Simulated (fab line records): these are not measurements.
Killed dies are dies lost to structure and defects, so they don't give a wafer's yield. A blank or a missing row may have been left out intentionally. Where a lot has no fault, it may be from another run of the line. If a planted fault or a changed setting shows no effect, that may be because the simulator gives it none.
fab line records	flow nandHarc
[record] lots = 24	wafers = 72	lastDay = 33
route steps=1302 shown A_CONTACT@1064 A_BLC@1132 A_M0@1152
lots that met no fault: from a run of the same line without faults
startH: hours from the record's opening day to when the first of the lot's shown wafers began	waitH: hours elapsed since this lot's preceding step	" the same as in the row above	L1.1+2: a single row standing in for several wafers	- either no value or no given start	* or withheld: withheld	< > ~ a bound
route shown NAME@n: names a module that has steps shown in the file, with the first one's number in the route	usual: mean/standard deviation taken from wafers without a fault	same: alike in all rows	chamber/n: place in a boat	sites: readings site by site	_std_site: how widely they spread, as a standard deviation	_edge_site: inner sites' mean taken away from outer sites' mean	radiusMm: how far each site lies from the wafer's centre	mask NAME#n: copy n	behind: the last tool/chamber to shape the wafer	hold: why the lot went on hold/how many hours it stayed there/how the hold came to an end	device: whichever transistor did not switch (one of n, p or np)	end of line: the same wafers' tests at the end of the route	a step without rows: its recipe alone	killed: the dies lost at the first sort to structure and to defects; this is not the yield of the wafer	map: the dies of a wafer, with x for killed, . for not killed, _ for no die there
set.NAME: the run value of the setting; set.NAME@STEP: its run value at that earlier step	model.NAME: the simulator's own value behind a step, which no gauge read
a sample of lots followed through the steps of the route, with each step as a table and each wafer as a row
services: from which hour (startH, from the record's first day; less than 0 if before it) a tool's chamber was out of use, for how many hours, and why
[[steps]]
[step NHARC_A_CONTACT_STRIP_82]
[recipe] o2FlowSccm = 500	arFlowSccm = 0	biasW = 0	chemistry = O2
[usual] drypumpMotorCurrentA = 5.5/0.42	oesProductAu = 0.999/0.011	rfVppV = 57.9/0.92	showerheadPlenumPTorr = 3.53/0.16	throttleValvePct = 17.036/0.0091
lot.wafer	tool	chamber	startH	waitH	drypumpMotorCurrentA	oesProductAu	rfHoursCounterH	rfVppV	showerheadPlenumPTorr	throttleValvePct
L074.2	rieDiel-09	0	-	-	5.3	0.997	4	56.8	3.51	17.027
L074.4	"	1	"	"	5.5	0.997	4	58.8	3.65	17.030
L074.3	"	3	"	"	6.6	1.023	4	58.8	3.64	17.035
L076.1	rieDiel-03	2	-	-	5.4	1.001	10	56.6	3.28	17.039
L076.5	"	1	"	"	5.0	0.994	-	56.9	3.56	17.029
L076.6	"	2	"	"	5.4	0.985	-	58.2	3.28	17.036
L075.2	rieDiel-02	1	-	-	6.0	0.981	45	56.5	3.32	17.021
L075.3	"	2	"	"	4.8	0.998	44	57.4	3.44	17.054
L075.5	"	2	"	"	4.8	1.003	-	57.8	3.44	17.032
L078.4	rieDiel-03	2	-	-	5.4	0.995	14	56.9	3.27	17.039
L078.2	"	0	"	"	5.7	0.993	15	58.6	3.30	17.016
L078.5	"	3	"	"	5.4	1.022	-	58.2	3.71	17.051
L079.4	rieDiel-09	3	-	-	6.6	1.019	21	57.1	3.63	17.044
L079.2	"	0	"	"	5.3	0.988	18	59.1	3.50	17.043
L079.5	"	3	"	"	6.6	1.019	-	57.2	3.63	17.028
L077.1	rieDiel-09	1	-	-	5.6	0.991	20	57.8	3.65	17.027
L077.5	"	0	"	"	5.3	0.983	-	57.7	3.50	17.040
L077.6	"	1	"	"	5.6	0.997	-	59.5	3.65	17.034
L080.4	rieDiel-03	0	-	-	5.7	0.992	18	57.5	3.30	17.062
L080.3	"	3	"	"	5.4	1.017	15	57.4	3.71	17.022
L080.6	"	0	"	"	5.7	0.981	-	57.3	3.30	17.031
L081.4	rieDiel-03	1	-	-	5.0	0.990	20	56.4	3.55	17.038
L081.5	"	1	"	"	5.0	0.987	-	58.5	3.55	17.042
L081.6	"	2	"	"	5.4	0.996	-	55.9	3.27	17.044
L082.4	rieDiel-09	3	-	-	6.6	1.023	30	57.5	3.62	17.034
L082.1	"	0	"	"	5.4	0.995	29	59.2	3.50	17.045
L082.5	"	2	"	"	5.5	1.011	-	57.7	3.55	17.044
L084.2	rieDiel-02	1	-	-	6.1	0.999	7	56.9	3.31	17.033
L084.3	"	2	"	"	4.8	0.992	5	56.2	3.42	17.018
L084.4	"	3	"	"	6.0	1.014	6	56.5	3.34	17.040
L083.1	rieDiel-03	0	-	-	5.8	1.000	26	57.8	3.30	17.033
L083.2	"	2	"	"	5.4	0.997	25	57.5	3.27	17.034
L083.6	"	1	"	"	5.0	0.983	-	57.2	3.55	17.036
L085.1	rieDiel-02	0	-	-	5.6	0.984	7	58.9	3.80	17.037
L085.4	"	1	"	"	6.0	0.996	9	56.8	3.31	17.034
L085.5	"	3	"	"	6.0	1.005	-	58.1	3.34	17.034
L086.1	rieDiel-02	2	-	-	4.7	0.983	8	57.8	3.42	17.049
L086.2	"	3	"	"	6.0	1.022	9	57.1	3.34	17.044
L086.5	"	0	"	"	5.6	0.986	-	58.5	3.80	17.029
L087.3	rieDiel-09	1	-	-	5.5	0.971	44	58.1	3.63	17.044
L087.2	"	2	"	"	5.5	1.002	46	58.0	3.54	17.033
L087.1	"	0	"	"	5.4	0.993	42	56.9	3.49	17.045
L090.4	rieDiel-09	1	-	-	5.5	0.973	47	58.8	3.63	17.045
L090.1	"	2	"	"	5.5	1.007	51	58.1	3.54	17.027
L090.3	"	3	"	"	6.6	1.019	49	58.0	3.61	17.041
L088.1	rieDiel-03	0	-	-	5.8	0.999	3	57.0	3.29	17.026
L088.3	"	1	"	"	5.0	0.995	3	56.1	3.54	17.028
L088.4	"	2	"	"	5.4	1.001	3	59.2	3.81	17.038
L089.2	rieDiel-03	3	-	-	5.5	1.008	4	59.5	3.70	17.034
L089.3	"	0	"	"	5.8	1.001	4	58.8	3.29	17.044
L089.1	"	1	"	"	5.0	1.007	4	58.2	3.54	17.038
L092.4	rieDiel-03	2	-	-	5.4	1.015	8	57.9	3.80	17.041
L092.2	"	3	"	"	5.4	1.007	9	58.6	3.70	17.033
L092.1	"	0	"	"	5.8	1.009	8	56.3	3.29	17.047
L091.3	rieDiel-03	3	-	-	5.5	1.004	10	57.8	3.70	17.039
L091.1	"	0	"	"	5.8	0.991	9	56.6	3.29	17.043
L091.5	"	0	"	"	5.7	0.992	-	58.3	3.29	17.039
L093.1	rieDiel-03	2	-	-	5.4	0.998	10	58.7	3.80	17.048
L093.3	"	3	"	"	5.5	1.001	11	57.7	3.70	17.026
L093.5	"	1	"	"	5.0	0.991	-	57.3	3.54	17.033
L094.1	rieDiel-09	1	-	-	5.6	0.996	9	57.9	3.62	17.036
L094.4	"	2	"	"	5.5	1.007	9	58.2	3.53	17.056
L094.5	"	1	"	"	5.6	0.988	-	59.2	3.62	17.040
L095.4	rieDiel-09	0	-	-	5.4	1.000	11	57.6	3.48	17.031
L095.1	"	1	"	"	5.5	0.992	9	59.4	3.62	17.038
L095.3	"	2	"	"	5.5	1.003	9	57.1	3.53	17.041
L097.1	rieDiel-09	1	-	-	5.6	1.002	15	58.6	3.62	17.036
L097.6	"	1	"	"	5.6	0.995	-	56.2	3.62	17.050
L097.5	"	2	"	"	5.5	0.994	-	57.8	3.53	17.029
L096.3	rieDiel-03	2	-	-	5.4	1.001	16	57.7	3.80	17.048
L096.2	"	3	"	"	5.4	1.020	17	58.0	3.69	17.035
L096.1	"	0	"	"	5.8	1.002	15	55.2	3.29	17.024
[step NHARC_A_CONTACT_CD_MEAS_08]
[recipe] targetCdNm = 200	landingEnergyEv = 500
[usual] cdNm = 200.3/0.68
[same] landingEnergyEv = 500
lot.wafer	tool	chamber	startH	waitH	cdNm
L074.2	cdSem-02	0	525.02	-	201.1
L074.3	"	0	"	"	200.2
L074.4	"	0	"	"	200.9
L076.1	cdSem-03	0	525.20	-	202.1
L076.5	"	0	"	"	200.0
L076.6	"	0	"	"	201.0
L075.2	cdSem-02	0	531.30	-	200.4
L075.3	"	0	"	"	200.7
L075.5	"	0	"	"	200.5
L078.2	cdSem-02	0	573.36	-	199.9
L078.4	"	0	"	"	200.9
L078.5	"	0	"	"	200.6
L079.2	cdSem-02	0	577.03	-	200.0
L079.4	"	0	"	"	200.2
L079.5	"	0	"	"	201.9
L077.1	cdSem-02	0	582.16	-	199.2
L077.5	"	0	"	"	199.8
L077.6	"	0	"	"	201.0
L080.3	cdSem-03	0	582.51	-	200.5
L080.4	"	0	"	"	201.6
L080.6	"	0	"	"	201.1
L081.4	cdSem-02	0	588.28	-	201.1
L081.5	"	0	"	"	200.4
L081.6	"	0	"	"	200.2
L082.1	cdSem-03	0	598.15	-	200.8
L082.4	"	0	"	"	199.8
L082.5	"	0	"	"	199.9
L084.2	cdSem-02	0	612.25	-	200.5
L084.3	"	0	"	"	200.9
L084.4	"	0	"	"	200.4
L083.1	cdSem-02	0	616.41	-	200.4
L083.2	"	0	"	"	199.9
L083.6	"	0	"	"	199.4
L085.1	cdSem-03	0	622.65	-	200.4
L085.4	"	0	"	"	200.1
L085.5	"	0	"	"	202.1
L086.1	cdSem-03	0	624.35	-	199.6
L086.2	"	0	"	"	199.2
L086.5	"	0	"	"	199.9
L087.1	cdSem-01	0	643.55	-	200.5
L087.2	"	0	"	"	200.3
L087.3	"	0	"	"	199.6
L090.1	cdSem-03	0	653.75	-	199.7
L090.3	"	0	"	"	199.2
L090.4	"	0	"	"	199.7
L088.1	cdSem-01	0	659.51	-	201.0
L088.3	"	0	"	"	200.1
L088.4	"	0	"	"	200.2
L089.1	cdSem-03	0	665.35	-	200.2
L089.2	"	0	"	"	200.4
L089.3	"	0	"	"	200.5
L092.1	cdSem-03	0	700.25	-	199.7
L092.2	"	0	"	"	200.4
L092.4	"	0	"	"	200.3
L091.1	cdSem-03	0	706.37	-	199.6
L091.3	"	0	"	"	199.7
L091.5	"	0	"	"	201.0
L093.1	cdSem-01	0	713.08	-	200.8
L093.3	"	0	"	"	199.4
L093.5	"	0	"	"	200.3
L094.1	cdSem-01	0	717.09	-	199.1
L094.4	"	0	"	"	199.1
L094.5	"	0	"	"	199.7
L095.1	cdSem-01	0	718.37	-	199.8
L095.3	"	0	"	"	201.7
L095.4	"	0	"	"	199.6
L097.1	cdSem-02	0	729.84	-	201.1
L097.5	"	0	"	"	200.9
L097.6	"	0	"	"	199.3
L096.1	cdSem-01	0	731.80	-	200.3
L096.2	"	0	"	"	199.9
L096.3	"	0	"	"	200.9
[step NHARC_A_CONTACT_ETCH_110]
[recipe] targetDepthA = 600	overetchA = 60	timeS = 33	ionEnergyEv = 100	cf4FlowSccm = 80	o2FlowSccm = 20	arFlowSccm = 0	rfW = 300	biasW = 100	chemistry = CF4/O2
[usual] drypumpMotorCurrentA = 5.5/0.4	oesProductAu = 0.999/0.013	rfVppV = 197.7/1.6	showerheadPlenumPTorr = 1.33/0.074	throttleValvePct = 13.396/0.0098
lot.wafer	tool	chamber	startH	waitH	drypumpMotorCurrentA	oesProductAu	rfHoursCounterH	rfVppV	showerheadPlenumPTorr	throttleValvePct
L074.4	rieDiel-03	2	528.74	0.1	5.4	1.000	10	195.9	1.23	13.409
L074.3	"	3	"	"	5.4	1.018	9	200.6	1.41	13.390
L074.2	"	0	"	"	5.8	0.992	11	196.0	1.25	13.402
L076.1	rieDiel-03	1	529.54	0.1	5.0	0.978	11	197.8	1.35	13.404
L076.6	"	3	"	"	5.4	1.021	-	198.4	1.41	13.386
L076.5	"	0	"	"	5.7	0.991	-	196.2	1.25	13.398
L075.2	rieDiel-03	1	534.96	0.1	4.9	0.981	12	198.6	1.35	13.379
L075.3	"	2	"	"	5.4	0.990	11	194.9	1.23	13.391
L075.5	"	0	"	"	5.7	0.994	-	196.7	1.25	13.407
L078.4	rieDiel-03	2	577.15	0.0	5.4	0.989	17	195.3	1.23	13.392
L078.2	"	0	"	"	5.7	0.995	18	196.5	1.25	13.405
L078.5	"	3	"	"	5.4	1.018	-	198.6	1.41	13.405
L079.2	rieDiel-02	0	581.49	0.1	5.5	0.987	1	200.8	1.45	13.400
L079.5	"	0	"	"	5.6	0.992	-	199.5	1.45	13.394
L079.4	"	2	"	"	4.7	0.991	-	196.9	1.29	13.397
L077.1	rieDiel-03	0	585.89	0.1	5.7	0.983	21	194.3	1.25	13.389
L077.5	"	1	"	"	5.0	0.981	-	197.6	1.34	13.385
L077.6	"	2	"	"	5.4	0.984	-	195.4	1.23	13.394
L080.3	rieDiel-02	3	586.28	0.1	6.0	1.006	1	196.6	1.26	13.387
L080.4	"	2	"	"	4.8	0.994	2	197.0	1.29	13.407
L080.6	"	0	"	"	5.5	0.998	-	198.9	1.45	13.386
L081.4	rieDiel-03	2	593.14	0.1	5.4	0.984	21	196.0	1.23	13.404
L081.6	"	1	"	"	5.0	0.979	-	199.1	1.34	13.388
L081.5	"	2	"	"	5.4	0.989	-	194.9	1.23	13.394
L082.1	rieDiel-02	1	602.06	0.1	6.0	1.002	4	195.0	1.25	13.400
L082.5	"	3	"	"	6.1	1.007	-	196.7	1.26	13.396
L082.4	"	0	"	"	5.6	0.993	-	200.6	1.45	13.391
L084.4	rieDiel-09	1	616.00	0.1	5.5	0.982	35	198.3	1.38	13.393
L084.2	"	3	"	"	6.6	1.025	35	198.9	1.37	13.386
L084.3	"	0	"	"	5.3	0.994	35	197.9	1.32	13.393
L083.2	rieDiel-09	3	620.08	0.0	6.6	1.022	36	198.5	1.37	13.411
L083.1	"	2	"	"	5.5	1.018	36	198.6	1.34	13.396
L083.6	"	3	"	"	6.6	1.027	-	198.2	1.37	13.416
L085.1	rieDiel-03	2	626.32	0.1	5.4	1.001	28	196.8	1.23	13.402
L085.4	"	1	"	"	5.0	0.989	30	198.5	1.34	13.398
L085.5	"	3	"	"	5.4	1.015	-	199.5	1.40	13.399
L086.2	rieDiel-03	3	628.02	0.1	5.4	1.006	29	198.5	1.40	13.407
L086.1	"	1	"	"	5.0	0.987	30	198.2	1.34	13.399
L086.5	"	3	"	"	5.4	1.003	-	199.9	1.40	13.395
L087.2	rieDiel-09	0	647.23	0.1	5.3	0.986	44	197.7	1.32	13.409
L087.3	"	2	"	"	5.5	1.006	49	197.4	1.34	13.394
L087.1	"	3	"	"	6.6	1.014	48	198.7	1.37	13.390
L090.3	rieDiel-02	3	658.68	0.1	6.0	1.012	25	195.7	1.26	13.422
L090.1	"	0	"	"	5.6	0.994	24	199.5	1.44	13.388
L090.4	"	1	"	"	6.0	1.015	28	196.9	1.24	13.406
L088.3	rieDiel-09	2	663.18	0.1	5.5	1.013	55	197.3	1.34	13.405
L088.4	"	3	"	"	6.6	1.017	53	198.5	1.37	13.400
L088.1	"	0	"	"	5.3	0.998	49	196.9	1.32	13.407
L089.1	rieDiel-03	2	669.60	0.1	5.4	0.997	4	200.2	1.45	13.372
L089.2	"	3	"	"	5.5	0.998	5	198.5	1.40	13.390
L089.3	"	0	"	"	5.8	1.021	5	195.7	1.24	13.395
L092.1	rieDiel-03	1	703.92	0.1	5.0	0.996	9	197.5	1.34	13.401
L092.2	"	3	"	"	5.4	1.003	10	199.9	1.40	13.403
L092.4	"	0	"	"	5.7	1.003	9	195.7	1.24	13.406
L091.1	rieDiel-03	0	710.79	0.8	5.7	1.010	11	196.2	1.24	13.389
L091.3	"	2	"	"	5.4	1.014	12	199.2	1.44	13.381
L091.5	"	3	"	"	5.4	1.021	-	199.9	1.40	13.403
L093.3	rieDiel-03	3	716.77	0.1	5.4	0.997	15	198.2	1.40	13.395
L093.1	"	1	"	"	5.0	1.006	12	197.8	1.34	13.386
L093.5	"	0	"	"	5.7	1.005	-	197.0	1.24	13.402
L094.4	rieDiel-03	2	721.24	0.1	5.4	0.998	15	198.9	1.44	13.392
L094.1	"	3	"	"	5.4	1.012	16	198.5	1.40	13.397
L094.5	"	2	"	"	5.4	1.000	-	199.5	1.44	13.406
L095.3	rieDiel-03	3	722.09	0.0	5.5	1.015	16	199.0	1.40	13.391
L095.4	"	0	"	"	5.7	0.993	14	194.4	1.24	13.422
L095.1	"	2	"	"	5.4	0.983	15	200.1	1.44	13.386
L097.1	rieDiel-03	3	733.55	0.1	5.4	1.004	18	199.1	1.40	13.379
L097.5	"	1	"	"	5.0	0.995	-	198.4	1.34	13.403
L097.6	"	2	"	"	5.4	0.985	-	200.1	1.44	13.395
L096.1	rieDiel-02	1	735.47	0.1	6.0	1.002	52	197.2	1.24	13.405
L096.3	"	2	"	"	4.8	1.000	52	197.4	1.28	13.400
L096.2	"	3	"	"	6.0	1.018	52	196.3	1.25	13.408
[step NHARC_A_BLC_CVD_24]
[recipe] targetThkA = 1500	tempC = 300	pressureTorr = 40	wf6FlowSccm = 40	h2FlowSccm = 1600	arFlowSccm = 1560	timeS = 434	material = W
[usual] heaterPowerW = 476/26	mfcH2Sccm = 1599/4.3	throttleValvePct = 7.83/0.18
lot.wafer	tool	chamber	startH	waitH	heaterPowerW	mfcH2Sccm	throttleValvePct
L074.2	cvdW-02	1	-	-	440	1601	7.59
L074.3	"	0	"	"	472	1594	7.84
L074.4	"	1	"	"	448	1595	7.91
L076.1	cvdW-01	0	-	-	455	1610	7.93
L076.5	"	1	"	"	512	1595	7.87
L076.6	"	0	"	"	440	1612	7.93
L075.2	cvdW-01	0	-	-	451	1597	7.97
L075.3	"	0	"	"	453	1594	8.00
L075.5	"	1	"	"	514	1597	7.96
L078.2	cvdW-01	1	-	-	508	1600	7.48
L078.4	"	1	"	"	521	1589	7.53
L078.5	"	0	"	"	463	1603	7.69
L079.2	cvdW-02	1	-	-	465	1600	8.00
L079.4	"	0	"	"	472	1595	7.85
L079.5	"	1	"	"	474	1598	8.12
L077.1	cvdW-01	0	-	-	465	1601	7.53
L077.6	"	0	"	"	479	1598	7.79
L077.5	"	1	"	"	511	1602	7.50
L080.4	cvdW-02	0	-	-	466	1596	7.95
L080.3	"	1	"	"	452	1600	7.75
L080.6	"	1	"	"	451	1601	7.93
L081.4	cvdW-01	0	-	-	478	1600	7.70
L081.6	"	0	"	"	459	1602	7.64
L081.5	"	1	"	"	508	1587	7.67
L082.1	cvdW-02	0	-	-	473	1594	8.01
L082.4	"	1	"	"	468	1601	7.89
L082.5	"	1	"	"	454	1602	7.79
L084.2	cvdW-02	0	-	-	479	1604	8.05
L084.4	"	0	"	"	484	1603	7.94
L084.3	"	1	"	"	457	1599	7.80
L083.1	cvdW-02	0	-	-	473	1597	7.78
L083.2	"	1	"	"	463	1603	8.00
L083.6	"	1	"	"	461	1599	7.99
L085.1	cvdW-02	0	-	-	470	1599	7.83
L085.4	"	1	"	"	465	1598	7.79
L085.5	"	0	"	"	475	1604	8.24
L086.1	cvdW-02	1	-	-	445	1596	7.86
L086.2	"	0	"	"	481	1592	7.99
L086.5	"	1	"	"	462	1604	8.06
L087.2	cvdW-01	0	-	-	471	1601	8.01
L087.1	"	1	"	"	526	1597	7.65
L087.3	"	0	"	"	476	1606	7.68
L090.1	cvdW-02	1	-	-	430	1595	7.96
L090.4	"	1	"	"	442	1594	7.91
L090.3	"	0	"	"	499	1603	7.90
L088.1	cvdW-02	1	-	-	445	1600	7.59
L088.3	"	0	"	"	511	1600	8.01
L088.4	"	1	"	"	439	1600	7.92
L089.1	cvdW-02	0	-	-	494	1596	8.03
L089.2	"	1	"	"	440	1602	7.89
L089.3	"	0	"	"	503	1593	8.03
L092.1	cvdW-01	1	-	-	514	1599	7.61
L092.2	"	0	"	"	461	1593	8.02
L092.4	"	0	"	"	474	1605	8.04
L091.1	cvdW-02	0	-	-	493	1598	7.78
L091.3	"	1	"	"	452	1595	8.09
L091.5	"	0	"	"	502	1595	7.67
L093.1	cvdW-02	1	-	-	445	1601	7.67
L093.3	"	1	"	"	441	1604	7.78
L093.5	"	1	"	"	437	1598	7.76
L094.1	cvdW-02	0	-	-	505	1606	7.96
L094.4	"	1	"	"	445	1600	7.90
L094.5	"	1	"	"	439	1599	8.06
L095.1	cvdW-01	0	-	-	480	1598	7.79
L095.4	"	0	"	"	466	1605	7.74
L095.3	"	1	"	"	508	1608	7.72
L097.1	cvdW-02	0	-	-	506	1603	8.07
L097.6	"	1	"	"	436	1601	8.10
L097.5	"	0	"	"	509	1598	7.84
L096.1	cvdW-02	0	-	-	508	1601	7.69
L096.2	"	1	"	"	447	1596	7.81
L096.3	"	0	"	"	500	1605	7.57
[step NHARC_A_M0_ETCH_15]
[recipe] targetDepthA = 1500	overetchA = 150	timeS = 82.5	c4f8FlowSccm = withheld	arFlowSccm = 400	rfW = 600	biasW = 300	chemistry = C4F8/Ar
[usual] oesProductAu = 0.950/0.025	rfVppV = 440.4/2.6
lot.wafer	tool	chamber	startH	waitH	oesProductAu	rfHoursCounterH	rfVppV
L074.3	rieDiel-11	1	-	-	0.929	7	438.3
L074.2	"	3	"	"	0.931	7	440.0
L074.4	"	0	"	"	0.912	-	443.8
L076.1	rieDiel-10	3	-	-	0.921	7	442.3
L076.6	"	0	"	"	0.943	-	439.7
L076.5	"	1	"	"	0.950	-	435.7
L075.3	rieDiel-11	2	-	-	0.937	7	444.2
L075.2	"	0	"	"	0.925	7	444.1
L075.5	"	1	"	"	0.932	-	439.7
L078.4	rieDiel-10	1	-	-	0.975	8	435.6
L078.2	"	0	"	"	0.980	9	441.9
L078.5	"	1	"	"	0.966	-	438.4
L079.4	rieDiel-11	0	-	-	0.925	10	445.1
L079.2	"	2	"	"	0.911	11	444.4
L079.5	"	3	"	"	0.916	-	441.4
L077.1	rieDiel-08	0	-	-	0.977	1	442.8
L077.6	"	3	"	"	0.995	-	437.8
L077.5	"	0	"	"	0.983	-	441.8
L080.4	rieDiel-10	2	-	-	0.936	8	439.6
L080.3	"	3	"	"	0.926	10	443.3
L080.6	"	1	"	"	0.936	-	436.4
L081.4	rieDiel-11	2	-	-	0.925	12	443.3
L081.5	"	2	"	"	0.926	-	443.7
L081.6	"	3	"	"	0.915	-	442.2
L082.4	rieDiel-11	3	-	-	0.920	12	442.5
L082.1	"	0	"	"	0.912	12	444.2
L082.5	"	2	"	"	0.925	-	443.4
L084.4	rieDiel-10	1	-	-	0.968	1	434.8
L084.2	"	2	"	"	0.969	1	440.1
L084.3	"	3	"	"	0.979	1	443.0
L083.2	rieDiel-11	0	-	-	0.974	0	443.7
L083.1	"	1	"	"	0.991	0	441.0
L083.6	"	3	"	"	0.965	-	442.7
L085.1	rieDiel-10	2	-	-	0.962	1	440.0
L085.4	"	0	"	"	0.985	2	441.9
L085.5	"	3	"	"	0.962	-	441.8
L086.2	rieDiel-10	1	-	-	0.987	1	437.1
L086.1	"	3	"	"	0.975	2	442.4
L086.5	"	1	"	"	0.983	-	435.6
L087.2	rieDiel-10	2	-	-	0.930	3	438.0
L087.1	"	0	"	"	0.933	3	441.5
L087.3	"	1	"	"	0.945	3	437.6
L090.4	rieDiel-10	1	-	-	0.991	4	435.9
L090.3	"	2	"	"	0.961	4	438.8
L090.1	"	3	"	"	0.975	4	444.6
L088.1	rieDiel-10	0	-	-	0.974	4	439.8
L088.4	"	1	"	"	0.990	4	437.7
L088.3	"	2	"	"	0.985	4	438.9
L089.3	rieDiel-10	2	-	-	0.972	4	440.0
L089.2	"	3	"	"	0.973	4	441.5
L089.1	"	0	"	"	0.973	4	440.6
L092.1	rieDiel-10	0	-	-	0.921	6	440.6
L092.2	"	2	"	"	0.921	6	439.5
L092.4	"	3	"	"	0.930	7	444.2
L091.1	rieDiel-08	0	-	-	0.933	7	443.3
L091.3	"	1	"	"	0.986	6	438.9
L091.5	"	3	"	"	0.926	-	438.4
L093.1	rieDiel-11	1	-	-	0.930	5	440.8
L093.3	"	3	"	"	0.937	5	441.7
L093.5	"	1	"	"	0.927	-	439.6
L094.4	rieDiel-10	2	-	-	0.922	7	439.3
L094.1	"	3	"	"	0.934	8	441.9
L094.5	"	1	"	"	0.941	-	436.4
L095.3	rieDiel-10	2	-	-	0.930	7	441.2
L095.1	"	3	"	"	0.932	8	441.6
L095.4	"	0	"	"	0.937	7	441.0
L097.1	rieDiel-08	2	-	-	0.955	0	441.9
L097.5	"	3	"	"	0.960	-	437.5
L097.6	"	0	"	"	0.939	-	441.6
L096.3	rieDiel-08	1	-	-	0.956	0	439.6
L096.1	"	2	"	"	0.944	0	441.3
L096.2	"	0	"	"	0.959	0	442.5
[step NHARC_A_M0_PVD_20]
[recipe] targetThkA = 50	biasV = 168.6	powerW = 15000	chamberPressurePa = 0.12	timeS = 8.06	substrateTempC = 50	material = TaN
[usual] throttleValvePct = 30.2/1.3
lot.wafer	tool	chamber	startH	waitH	throttleValvePct
L074.2	pvdSputter-03	-	-	-	27.7
L074.3	"	-	"	"	30.2
L074.4	"	-	"	"	31.4
L076.1	pvdSputter-02	-	-	-	28.9
L076.5	"	-	"	"	28.6
L076.6	"	-	"	"	30.6
L075.2	pvdSputter-03	-	-	-	31.2
L075.3	"	-	"	"	30.0
L075.5	"	-	"	"	30.0
L078.4	pvdSputter-02	-	-	-	31.0
L078.2	"	-	"	"	28.4
L078.5	"	-	"	"	28.2
L079.4	pvdSputter-03	-	-	-	31.4
L079.2	"	-	"	"	30.0
L079.5	"	-	"	"	31.4
L077.1	pvdSputter-01	-	-	-	30.2
L077.5	"	-	"	"	32.3
L077.6	"	-	"	"	30.2
L080.3	pvdSputter-03	-	-	-	28.1
L080.4	"	-	"	"	30.1
L080.6	"	-	"	"	30.0
L081.4	pvdSputter-03	-	-	-	30.0
L081.5	"	-	"	"	27.7
L081.6	"	-	"	"	29.7
L082.4	pvdSputter-02	-	-	-	31.2
L082.1	"	-	"	"	28.7
L082.5	"	-	"	"	31.2
L084.2	pvdSputter-01	-	-	-	32.4
L084.4	"	-	"	"	30.3
L084.3	"	-	"	"	32.4
L083.2	pvdSputter-02	-	-	-	28.8
L083.1	"	-	"	"	30.9
L083.6	"	-	"	"	28.7
L085.1	pvdSputter-03	-	-	-	29.8
L085.4	"	-	"	"	28.2
L085.5	"	-	"	"	31.5
L086.1	pvdSputter-03	-	-	-	31.2
L086.2	"	-	"	"	30.0
L086.5	"	-	"	"	31.6
L087.2	pvdSputter-02	-	-	-	28.8
L087.1	"	-	"	"	30.3
L087.3	"	-	"	"	30.2
L090.3	pvdSputter-03	-	-	-	30.0
L090.4	"	-	"	"	27.8
L090.1	"	-	"	"	29.6
L088.4	pvdSputter-02	-	-	-	30.7
L088.1	"	-	"	"	28.8
L088.3	"	-	"	"	29.0
L089.3	pvdSputter-02	-	-	-	29.0
L089.2	"	-	"	"	30.3
L089.1	"	-	"	"	28.9
L092.1	pvdSputter-02	-	-	-	30.2
L092.4	"	-	"	"	28.9
L092.2	"	-	"	"	29.2
L091.3	pvdSputter-01	-	-	-	30.5
L091.1	"	-	"	"	30.8
L091.5	"	-	"	"	32.8
L093.1	pvdSputter-01	-	-	-	32.4
L093.3	"	-	"	"	30.0
L093.5	"	-	"	"	32.8
L094.1	pvdSputter-02	-	-	-	29.0
L094.4	"	-	"	"	29.4
L094.5	"	-	"	"	30.3
L095.4	pvdSputter-03	-	-	-	32.7
L095.3	"	-	"	"	28.0
L095.1	"	-	"	"	30.2
L097.1	pvdSputter-03	-	-	-	30.2
L097.6	"	-	"	"	32.8
L097.5	"	-	"	"	30.9
L096.1	pvdSputter-01	-	-	-	30.4
L096.2	"	-	"	"	30.7
L096.3	"	-	"	"	32.4
[[services]]
tool	chamber	startH	hours	kind
rieDiel-09	-	497.19	9.0	pm
rieDiel-10	0	499.74	4.9	repair
rieDiel-03	3	504.63	9.6	repair
rieDiel-10	2	509.50	4.9	repair
pvdSputter-03	-	526.11	10.0	pm
rieDiel-02	1	529.22	12.6	repair
pvdSputter-02	-	540.21	4.8	repair
rieDiel-02	-	571.09	9.0	pm
rieDiel-02	0	590.84	10.3	repair
rieDiel-10	-	596.50	9.0	pm
rieDiel-02	2	600.13	4.2	repair
rieDiel-03	2	606.07	3.8	repair
rieDiel-02	0	611.89	2.5	repair
rieDiel-03	-	635.33	9.0	pm
pvdSputter-02	-	638.04	10.0	pm
cvdW-02	-	649.75	13.0	pm
rieDiel-09	-	674.19	9.0	pm
rieDiel-02	0	688.10	9.9	repair
rieDiel-09	3	691.61	5.4	repair
cvdW-02	1	701.61	3.7	repair
pvdSputter-03	-	704.11	10.0	pm
cvdW-02	-	720.05	1.3	repair
rieDiel-03	1	722.97	7.2	repair
rieDiel-10	3	738.52	5.7	repair
[[key]]
fault none
